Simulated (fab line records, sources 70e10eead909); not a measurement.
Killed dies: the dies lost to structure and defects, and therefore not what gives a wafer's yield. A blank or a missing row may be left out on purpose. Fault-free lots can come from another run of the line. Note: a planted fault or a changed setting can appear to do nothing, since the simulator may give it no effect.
Chamber matching	flow nand_harc	pecvd-02 running NHARC_P_M1_PRE_CLEAN_32: 3 sister chambers
The step time 12 s. 6 wafers are shown with their chamber, then 7 later ones without.

## WAFERS PAIRED WITH THEIR CHAMBERS
wafer	chamber	heater_power_outer_w (W)	heater_power_w (W)
L298.6	2	390	627
L299.3	0	475	724
L308.5	1	455	720
L308.6	2	407	678
L312.1	0	464	722
L312.5	1	497	774

## WAFERS MISSING THEIR CHAMBER
wafer	heater_power_outer_w (W)	heater_power_w (W)
L312.6	386	634
L313.2	383	628
L313.5	388	628
L313.6	475	731
L314.1	352	590
L314.2	436	696
L314.4	420	674

## WHICH CHAMBER EACH ONE RAN IN
wafer	from the rows above	in truth
L312.6	2	2
L313.2	2	2
L313.5	2	2
L313.6	can't be placed: 0 or 1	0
L314.1	2	2
L314.2	can't be placed: 0 or 2 or 1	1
L314.4	can't be placed: 2 or 0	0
4 of 7 placed correctly. From these rows, 3 cannot be placed; in 3 the true chamber is one of the candidates. Placed wrongly: 0.
How it was worked out, from the rows above alone: a wafer's distance from a chamber is the root of the sum, over the readings, of the square of ((its reading less the chamber's mean) divided by the reading's scatter). The wafer belongs to the nearest chamber; if the next one is less than 2 further off, it can't be placed. A chamber's mean is the mean of its shown wafers. The scatter: take each reading less its chamber's mean, square it, sum over the shown wafers, divide by the number of wafers less the number of chambers, and take the root.
